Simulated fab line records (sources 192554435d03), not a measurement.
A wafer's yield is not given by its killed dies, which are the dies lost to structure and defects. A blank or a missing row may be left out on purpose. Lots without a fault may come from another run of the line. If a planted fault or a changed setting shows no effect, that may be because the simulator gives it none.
Chamber matching || flow n5Finfet || aldMetal-04 running N5_BEOL_M2_ALD_84: 4 sister chambers
The step deposits TaN, pulse time 2 s, purge time 3 s, co reactant purge time 2 s. 8 wafers are shown with their chamber, then 11 later ones without.

== WAFERS, EACH WITH ITS CHAMBER ==
{"wafer": "L081.4", "chamber": 3, "heaterPowerW (W)": 364, "susceptorTempC (C)": 274.76}
{"wafer": "L082.6", "chamber": 0, "heaterPowerW (W)": 365, "susceptorTempC (C)": 275.07}
{"wafer": "L087.1", "chamber": 2, "heaterPowerW (W)": 359, "susceptorTempC (C)": 274.91}
{"wafer": "L087.4", "chamber": 0, "heaterPowerW (W)": 372, "susceptorTempC (C)": 274.96}
{"wafer": "L089.2", "chamber": 1, "heaterPowerW (W)": 365, "susceptorTempC (C)": 274.69}
{"wafer": "L089.3", "chamber": 2, "heaterPowerW (W)": 377, "susceptorTempC (C)": 275.32}
{"wafer": "L089.5", "chamber": 3, "heaterPowerW (W)": 362, "susceptorTempC (C)": 274.93}
{"wafer": "L088.3", "chamber": 1, "heaterPowerW (W)": 377, "susceptorTempC (C)": 274.91}

== WAFERS MISSING THEIR CHAMBER ==
{"wafer": "L088.5", "heaterPowerW (W)": 368, "susceptorTempC (C)": 274.81}
{"wafer": "L088.6", "heaterPowerW (W)": 367, "susceptorTempC (C)": 275.24}
{"wafer": "L090.1", "heaterPowerW (W)": 362, "susceptorTempC (C)": 275.18}
{"wafer": "L090.3", "heaterPowerW (W)": 373, "susceptorTempC (C)": 274.97}
{"wafer": "L090.6", "heaterPowerW (W)": 359, "susceptorTempC (C)": 274.89}
{"wafer": "L092.2", "heaterPowerW (W)": 372, "susceptorTempC (C)": 274.84}
{"wafer": "L092.3", "heaterPowerW (W)": 373, "susceptorTempC (C)": 275.00}
{"wafer": "L092.6", "heaterPowerW (W)": 373, "susceptorTempC (C)": 274.79}
{"wafer": "L095.2", "heaterPowerW (W)": 369, "susceptorTempC (C)": 274.84}
{"wafer": "L095.4", "heaterPowerW (W)": 378, "susceptorTempC (C)": 274.78}
{"wafer": "L095.5", "heaterPowerW (W)": 363, "susceptorTempC (C)": 274.77}

== CHAMBER TAKEN BY EACH ==
{"wafer": "L088.5", "from the rows above": "can't be placed: 1 or 3 or 0 or 2", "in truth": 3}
{"wafer": "L088.6", "from the rows above": "can't be placed: 2 or 0 or 3 or 1", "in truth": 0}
{"wafer": "L090.1", "from the rows above": "can't be placed: 2 or 0 or 3 or 1", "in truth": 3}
{"wafer": "L090.3", "from the rows above": "can't be placed: 0 or 1 or 2 or 3", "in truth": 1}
{"wafer": "L090.6", "from the rows above": "can't be placed: 3 or 0 or 1 or 2", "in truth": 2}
{"wafer": "L092.2", "from the rows above": "can't be placed: 1 or 0 or 3 or 2", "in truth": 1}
{"wafer": "L092.3", "from the rows above": "can't be placed: 0 or 2 or 1 or 3", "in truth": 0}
{"wafer": "L092.6", "from the rows above": "can't be placed: 1 or 3 or 0 or 2", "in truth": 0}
{"wafer": "L095.2", "from the rows above": "can't be placed: 1 or 3 or 0 or 2", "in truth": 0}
{"wafer": "L095.4", "from the rows above": "can't be placed: 1 or 0 or 3 or 2", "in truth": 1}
{"wafer": "L095.5", "from the rows above": "can't be placed: 3 or 1 or 0 or 2", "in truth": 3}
Correct placement for 0 of the 11. Can't be placed from these rows: 11 (the true chamber is among the candidates in 11). 0 placed wrongly.
How it was worked out, from the rows above alone: a wafer's distance from a chamber is the root of the sum, over the readings, of the square of ((its reading less the chamber's mean) divided by the reading's scatter). If the next closest chamber is less than 2 further off than the closest, the wafer can't be placed; otherwise it belongs to the closest. A chamber's mean is the mean of its shown wafers. The scatter: take each reading less its chamber's mean, square it, sum over the shown wafers, divide by the number of wafers less the number of chambers, and take the root.
